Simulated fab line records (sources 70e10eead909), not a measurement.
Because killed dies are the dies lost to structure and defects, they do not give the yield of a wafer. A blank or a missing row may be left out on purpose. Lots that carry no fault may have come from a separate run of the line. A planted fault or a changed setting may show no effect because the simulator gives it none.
Matching of chambers ; flow nandHarc ; NHARC_A_SLIT_DEP_25 on pecvd-03 has 3 sister chambers
The step deposits SiO2, target thk 200 nm. 22 wafers are shown with their chamber, then 11 later ones without.

EACH WAFER AND ITS CHAMBER
wafer;chamber;throttleValvePct (%);heaterPowerW (W)
L076.1;2;16.3;540
L076.2;0;15.9;476
L076.5;2;16.0;550
L077.1;2;16.0;626
L077.3;0;16.1;468
L077.4;1;15.1;533
L080.3;2;16.4;640
L080.4;2;16.4;632
L080.5;0;15.9;440
L078.1;2;16.4;497
L078.2;0;16.1;452
L078.3;1;15.2;632
L083.1;2;16.3;576
L083.2;1;15.5;511
L083.6;1;15.3;528
L084.2;1;15.6;535
L084.4;0;16.0;457
L084.5;1;15.4;551
L085.1;1;15.5;606
L085.4;2;16.2;566
L085.6;1;15.5;614
L088.1;2;16.2;537

SIGNATURES (averages over the wafers above)
reading;chamber 0;chamber 1;chamber 2;scatter within a chamber
throttleValvePct;16.000;15.387;16.244;0.154
heaterPowerW;458.60;563.75;573.78;43.1
Rule: a wafer's distance from a chamber is the root of the sum, over the readings, of the square of ((its reading less the chamber's mean) divided by the reading's scatter). If the next closest chamber is less than 2 further off than the closest, the wafer can't be placed; otherwise it belongs to the closest. How the scatter is found: for the shown wafers, subtract from each reading the mean of its chamber, square and add these, divide the total by (wafers less chambers), then take the root.

WAFERS WHOSE CHAMBER IS MISSING
wafer;throttleValvePct (%);heaterPowerW (W)
L088.4;16.3;563
L088.6;15.4;549
L094.1;16.1;465
L094.4;16.1;546
L094.5;15.9;472
L092.1;16.2;592
L092.3;16.1;416
L092.6;16.4;599
L097.1;16.5;463
L097.2;16.5;566
L097.4;16.4;595

WHICH CHAMBER EACH WENT THROUGH
wafer;from the rows above;in truth
L088.4;2;2
L088.6;1;1
L094.1;0;0
L094.4;can't be placed: 2 or 0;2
L094.5;0;0
L092.1;2;2
L092.3;0;0
L092.6;2;2
L097.1;can't be placed: 2 or 0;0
L097.2;2;2
L097.4;2;2
9 of 11 placed correctly. Not placeable from these rows: 2 (in 2, the candidates include the true chamber). Placed wrongly: 0.
